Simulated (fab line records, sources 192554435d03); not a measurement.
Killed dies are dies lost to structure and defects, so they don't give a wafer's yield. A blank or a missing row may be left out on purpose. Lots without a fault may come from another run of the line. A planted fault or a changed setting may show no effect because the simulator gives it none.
fab line records | flow n5_finfet
record lots=7 wafers=21
route steps=1938 shown PASSIVATION@1916
start_h: hours from the record's first day to the start of the lot's first wafer shown | wait_h: hours since the lot's step before | " the same as in the row above | L1.1+2: a row that stands for several wafers | - no value, or no start given | * or withheld: withheld | < > ~ a bound
route shown NAME@n: a module of which the file shows steps, and the number in the route of the first | usual: mean/standard deviation of fault-free wafers | same: alike in all rows | chamber/n: place in a boat | sites: the reading at each site | _std_site: their standard deviation | _edge_site: outer sites' mean less inner sites' | radius_mm: how far each site lies from the wafer's centre | mask NAME#n: copy n | behind: the tool/chamber that last shaped the wafer | hold: why the lot was held/for how many hours/how that ended | device: the transistor (n, p or np) that didn't switch | end of line: the same wafers' tests at the end of the route | a step without rows: its recipe alone | killed: dies lost to structure and defects at the first sort, not the wafer's yield | map: a wafer's dies, x killed, . not, _ none there
set.NAME: the setting as run; set.NAME@STEP: as run at that earlier step | model.NAME: the simulator's own value behind a step, which no gauge read
lots whose settings were changed on purpose; a table a step, a row a wafer
## steps
# step N5_PASSIVATION_PECVD_35
# recipe material=SiNx target_thk_a=7000 temp_c=400 precursor=SiH4/NH3/N2 pressure_torr=4.9 rf_w=1406 time_s=151.3
# columns lot.wafer tool chamber start_h wait_h set.time_s model.SiNx_of_PASSIVATION_PECVD_35.thk_nm
L076.1 pecvd-04 1 314.82 0.1 151.3 702
L076.2 " 2 " " 151.3 691.8
L076.4 " 1 " " 151.3 717.4
L082.1 pecvd-04 0 322.14 0.1 161.2 736.6
L082.2 " 2 " " 151.3 689.6
L082.6 " 2 " " 151.3 702
L089.2 pecvd-04 1 365.98 0.1 151.3 695.8
L089.3 " 2 " " 160.2 730.8
L089.6 " 2 " " 151.3 692.8
L094.1 pecvd-02 1 409.73 0.1 151.3 695.6
L094.5 " 0 " " 151.3 722
L094.6 " 1 " " 151.3 718.4
L093.4 pecvd-04 0 418.93 0.1 130.9 616.6
L093.5 " 2 " " 130.9 625.4
L093.6 " 0 " " 151.3 711.2
L092.1 pecvd-02 0 419.21 0.1 151.3 709.4
L092.4 " 0 " " 151.3 720
L092.5 " 1 " " 151.3 704
L096.1 pecvd-04 1 443.62 0.1 164.6 766.6
L096.2 " 2 " " 151.3 705.8
L096.6 " 1 " " 151.3 715.4
# step N5_PASSIVATION_HMDS_37
# recipe time_s=60 temp_c=120
# step N5_PASSIVATION_COAT_38
# recipe spin_rpm=3000 resist_thk_nm=withheld
# step N5_PASSIVATION_SRD_72
# recipe dry=ipa_marangoni time_s=30 temp_c=23 rinse_liquid=diw
# step N5_PASSIVATION_ANNEAL_56
# recipe temp_c=400 time_s=1800 ambient=FGA idle_temp_c=300 ramp_up_c_per_min=5 ramp_down_c_per_min=3
# step N5_PASSIVATION_PROBE_49
# usual defect_limited_yield=91.0/1.6 killed_at_M0_to_M3=35/11 killed_at_M4_up=14/5.3 killed_at_contacts=13/6.7 killed_at_front_end=41/12 killed_at_other=3.9/2.7 killed_dies=106/19 killed_open=70/14 killed_short=35/8.8 sort_bin_5_function=5.3/1 sort_bin_6_memory=3.3/0.81 sort_bin_8_speed=0.00/0.0072 sort_n_pass=1073/19 sort_yield_pct=91.0/1.6
# same gross_dies=1180 killed_at_back_side=0 sort_bin_4_leakage[%]=0
# columns lot.wafer tool chamber start_h wait_h set.time_s@PASSIVATION_PECVD_35 defect_limited_yield[%] killed_at_M0_to_M3 killed_at_M4_up killed_at_contacts killed_at_front_end killed_at_other killed_dies killed_open killed_short sort_bin_5_function[%] sort_bin_6_memory[%] sort_bin_8_speed[%] sort_n_pass sort_yield_pct[%]
L076.1 prober-02 - 318.50 0.0 151.3 93.0 29 15 6 28 5 83 45 33 4.0 2.7 0 1097 93.0
L076.2 prober-02 - 318.55 0.1 151.3 91.1 25 9 17 46 8 105 74 29 5.9 2.6 0 1075 91.1
L076.4 prober-02 - 318.65 0.2 151.3 90.0 36 12 19 48 3 118 74 37 5.8 3.7 0 1062 90.0
L082.1 prober-02 - 325.83 0.0 161.2 77.8 38 14 17 66 127 262 66 54 16.4 5.0 0 918 77.8
L082.2 prober-02 - 325.88 0.1 151.3 1.8 1063 12 17 55 12 1159 69 49 94.3 3.6 0 21 1.8
L082.6 prober-02 - 326.08 0.3 151.3 1.6 1073 11 10 64 3 1161 72 39 94.7 3.1 0 19 1.6
L089.2 prober-02 - 369.69 0.1 151.3 38.0 670 22 1 39 0 732 50 18 39.6 17.3 0 448 38.0
L089.3 prober-02 - 369.74 0.1 160.2 87.5 18 8 16 44 62 148 57 29 9.2 3.4 0 1032 87.5
L089.6 prober-02 - 369.89 0.3 151.3 35.8 683 25 9 39 2 758 76 31 44.0 16.2 0 422 35.8
L094.1 prober-01 - 413.30 0.0 151.3 74.4 155 19 17 45 66 302 79 37 16.9 7.6 0.08 878 74.4
L094.5 prober-01 - 413.50 0.2 151.3 89.0 48 21 10 48 3 130 83 36 5.7 4.8 0 1050 89.0
L094.6 prober-01 - 413.55 0.3 151.3 80.9 160 25 5 34 1 225 75 23 11.6 6.3 0 955 80.9
L093.4 prober-01 - 422.93 0.2 130.9 90.1 40 8 16 52 1 117 81 35 5.9 3.6 0 1063 90.1
L093.5 prober-01 - 422.98 0.2 130.9 90.7 40 11 5 52 2 110 77 33 5.3 3.6 0 1070 90.7
L093.6 prober-01 - 423.03 0.3 151.3 91.4 55 11 4 27 5 102 73 29 5.3 3.0 7.12 994 84.2
L092.1 prober-02 - 423.41 0.0 151.3 90.8 23 12 5 64 4 108 63 44 5.8 3.0 0 1072 90.8
L092.4 prober-02 - 423.56 0.2 151.3 85.4 93 12 6 61 0 172 77 27 8.6 5.6 0 1008 85.4
L092.5 prober-02 - 423.61 0.2 151.3 82.8 87 16 15 82 3 203 98 46 8.8 8.0 0 977 82.8
L096.1 prober-01 - 450.01 0.0 164.6 0 1080 14 28 51 7 1180 88 42 96.3 3.3 0 0 0
L096.2 prober-01 - 450.06 0.1 151.3 0 1082 16 24 57 1 1180 96 42 94.7 4.8 0 0 0
L096.6 prober-01 - 450.26 0.3 151.3 0 1091 17 29 42 1 1180 73 48 94.8 4.3 0 0 0
# killed by level:class
L076.1 BEOL_M0_SAQP:geometric_particle:short=9 BEOL_M2:geometric_particle:open=7 GATE_CUT:geometric_particle:short=6 STI_FIN_REVEAL:geometric_particle:open=5 BEOL_M4:geometric_particle:open=5 MOL_CONTACT_COAG:geometric_particle:open=4 BEOL_M5:geometric_particle:open=4 GATE_CUT:geometric_particle:open=3
L076.2 MOL_CONTACT_COAG:geometric_particle:open=13 STI_FIN_REVEAL:geometric_particle:open=12 GATE_CUT:geometric_particle:short=8 FIN_SAQP:geometric_particle:open=7 BEOL_M0_SAQP:geometric_particle:open=7 BEOL_M3:geometric_particle:open=6 STI_FIN_REVEAL:geometric_particle:short=5 GATE_CUT:geometric_particle:open=5
L076.4 STI_FIN_REVEAL:geometric_particle:open=14 MOL_CONTACT_COAG:geometric_particle:open=14 BEOL_M0_SAQP:geometric_particle:short=8 GATE_CUT:geometric_particle:short=7 GATE_CUT:geometric_particle:open=6 BEOL_M0_SAQP:geometric_particle:open=6 BEOL_M1:geometric_particle:open=6 BEOL_M2:geometric_particle:open=6
L082.1 PASSIVATION:area_pecvd=124 STI_FIN_REVEAL:geometric_particle:open=15 BEOL_M1:area_expose=13 MOL_CONTACT_COAG:geometric_particle:open=12 FIN_SAQP:geometric_particle:short=11 GATE_CUT:geometric_particle:short=11 FIN_SAQP:geometric_particle:open=10 BEOL_M0_SAQP:geometric_particle:short=8
L082.2 BEOL_M0_SAQP:area_ald=1040 MOL_CONTACT_COAG:geometric_particle:open=13 FIN_SAQP:geometric_particle:short=10 FIN_SAQP:geometric_particle:open=9 STI_FIN_REVEAL:geometric_particle:open=9 GATE_CUT:geometric_particle:short=9 BEOL_M0_SAQP:geometric_particle:open=7 BEOL_M0_SAQP:geometric_particle:short=6
L082.6 BEOL_M0_SAQP:area_ald=1047 FIN_SAQP:geometric_particle:open=16 STI_FIN_REVEAL:geometric_particle:open=11 FIN_SAQP:geometric_particle:short=8 GATE_CUT:geometric_particle:short=8 MOL_CONTACT_COAG:geometric_particle:open=7 BEOL_M1:geometric_particle:open=7 GATE_CUT:geometric_particle:open=5
L089.2 BEOL_M1:area_expose=651 HKMG_FIN:area_etch=12 BEOL_M4:geometric_particle:open=9 BEOL_M0_SAQP:geometric_particle:open=8 BEOL_M0_SAQP:geometric_particle:short=7 FIN_SAQP:geometric_particle:open=5 STI_FIN_REVEAL:geometric_particle:open=5 BEOL_M5:geometric_particle:open=3
L089.3 PASSIVATION:area_pecvd=61 MOL_CONTACT_COAG:geometric_particle:open=13 FIN_SAQP:geometric_particle:open=11 FIN_SAQP:geometric_particle:short=9 BEOL_M1:geometric_particle:open=6 STI_FIN_REVEAL:geometric_particle:open=5 BEOL_M0_SAQP:geometric_particle:short=4 STI_FIN_REVEAL:geometric_particle:short=3
L089.6 BEOL_M1:area_expose=649 BEOL_M0_SAQP:geometric_particle:short=13 BEOL_M4:geometric_particle:open=13 FIN_SAQP:geometric_particle:open=12 MOL_CONTACT_COAG:geometric_particle:open=9 BEOL_M0_SAQP:geometric_particle:open=8 STI_FIN_REVEAL:geometric_particle:open=8 BEOL_M1:geometric_particle:open=6
L094.1 BEOL_M1:area_expose=121 PASSIVATION:area_etch=58 MOL_CONTACT_COAG:geometric_particle:open=14 BEOL_M4:geometric_particle:open=10 BEOL_M1:geometric_particle:open=9 BEOL_M3:geometric_particle:open=8 FIN_SAQP:geometric_particle:open=7 BEOL_M3:geometric_particle:short=6
L094.5 BEOL_M1:geometric_particle:open=15 BEOL_M3:geometric_particle:open=14 FIN_SAQP:geometric_particle:open=10 FIN_SAQP:geometric_particle:short=9 MOL_CONTACT_COAG:geometric_particle:open=9 BEOL_M1:geometric_particle:short=7 BEOL_M6:area_expose=7 BEOL_M4:geometric_particle:open=6
L094.6 BEOL_M1:area_expose=118 BEOL_M1:geometric_particle:open=25 FIN_SAQP:geometric_particle:open=7 BEOL_M4:geometric_particle:open=6 DUMMY_GATE:geometric_particle:open=5 BEOL_M6:area_expose=5 MOL_CONTACT_COAG:geometric_particle:open=4 BEOL_M5:geometric_particle:open=4
L093.4 STI_FIN_REVEAL:geometric_particle:open=22 MOL_CONTACT_COAG:geometric_particle:open=14 BEOL_M0_SAQP:geometric_particle:short=10 BEOL_M0_SAQP:geometric_particle:open=9 FIN_SAQP:geometric_particle:open=7 GATE_CUT:geometric_particle:short=7 BEOL_M2:geometric_particle:open=7 BEOL_M1:geometric_particle:open=5
L093.5 STI_FIN_REVEAL:geometric_particle:open=16 BEOL_M0_SAQP:geometric_particle:open=11 BEOL_M0_SAQP:geometric_particle:short=10 BEOL_M2:geometric_particle:open=9 GATE_CUT:geometric_particle:short=7 DUMMY_GATE:geometric_particle:short=5 DUMMY_GATE:geometric_particle:open=5 BEOL_M3:geometric_particle:open=5
L093.6 BEOL_M2:geometric_particle:open=18 STI_FIN_REVEAL:geometric_particle:open=10 BEOL_M1:geometric_particle:open=8 BEOL_M0_SAQP:geometric_particle:short=6 BEOL_M0_SAQP:geometric_particle:open=5 BEOL_M1:geometric_particle:short=5 DUMMY_GATE:geometric_particle:open=4 BEOL_M0:geometric_particle:open=4
L092.1 FIN_SAQP:geometric_particle:short=17 FIN_SAQP:geometric_particle:open=16 STI_FIN_REVEAL:geometric_particle:open=9 BEOL_M2:geometric_particle:open=9 GATE_CUT:geometric_particle:short=6 MOL_CONTACT_COAG:geometric_particle:open=4 BEOL_M3:geometric_particle:open=4 STI_FIN_REVEAL:geometric_particle:short=3
L092.4 BEOL_M1:area_expose=65 STI_FIN_REVEAL:geometric_particle:open=18 BEOL_M2:geometric_particle:open=10 FIN_SAQP:geometric_particle:open=9 GATE_CUT:geometric_particle:short=9 GATE_CUT:geometric_particle:open=7 MOL_CONTACT_COAG:geometric_particle:open=6 BEOL_M0_SAQP:geometric_particle:short=6
L092.5 BEOL_M1:area_expose=55 STI_FIN_REVEAL:geometric_particle:open=25 FIN_SAQP:geometric_particle:open=16 MOL_CONTACT_COAG:geometric_particle:open=14 FIN_SAQP:geometric_particle:short=12 STI_FIN_REVEAL:geometric_particle:short=8 BEOL_M2:geometric_particle:open=7 BEOL_M0_SAQP:geometric_particle:open=6
L096.1 BEOL_M0_SAQP:area_ald=1050 MOL_CONTACT_COAG:geometric_particle:open=24 STI_FIN_REVEAL:geometric_particle:open=15 GATE_CUT:geometric_particle:short=8 BEOL_M3:geometric_particle:open=6 FIN_SAQP:geometric_particle:short=5 BEOL_M2:geometric_particle:open=5 BEOL_M0_SAQP:geometric_particle:open=5
L096.2 BEOL_M0_SAQP:area_ald=1039 STI_FIN_REVEAL:geometric_particle:open=23 MOL_CONTACT_COAG:geometric_particle:open=18 BEOL_M0_SAQP:geometric_particle:short=14 BEOL_M0_SAQP:geometric_particle:open=12 STARTING-WAFER:geometric_particle:open=8 BEOL_M4:geometric_particle:open=7 BEOL_M2:geometric_particle:open=7
L096.6 BEOL_M0_SAQP:area_ald=1050 MOL_CONTACT_COAG:geometric_particle:open=20 BEOL_M0_SAQP:geometric_particle:open=18 BEOL_M0_SAQP:geometric_particle:short=15 STI_FIN_REVEAL:geometric_particle:open=8 FIN_SAQP:geometric_particle:open=7 MOL_CONTACT_COAG:geometric_particle:short=7 HKMG_FIN:area_etch=7
## key
split step=N5_PASSIVATION_PECVD_35 setting=time_s stated=151.3 by=wafer
response step=N5_PASSIVATION_PECVD_35 reading=model.SiNx_of_PASSIVATION_PECVD_35.thk_nm change=+6.51 per=1% r=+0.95
response step=N5_PASSIVATION_PROBE_49 reading=defect_limited_yield shape=bent at_lowest=90.4 at_stated=59.1 at_highest=0
response step=N5_PASSIVATION_PROBE_49 reading=killed_at_M0_to_M3 shape=bent at_lowest=40 at_stated=398 at_highest=1080
response step=N5_PASSIVATION_PROBE_49 reading=killed_dies shape=bent at_lowest=114 at_stated=482 at_highest=1180
response step=N5_PASSIVATION_PROBE_49 reading=sort_bin_5_function shape=bent at_lowest=5.6 at_stated=33.8 at_highest=96.3
response step=N5_PASSIVATION_PROBE_49 reading=sort_n_pass shape=bent at_lowest=1066 at_stated=692 at_highest=0
response step=N5_PASSIVATION_PROBE_49 reading=sort_yield_pct shape=bent at_lowest=90.4 at_stated=58.7 at_highest=0
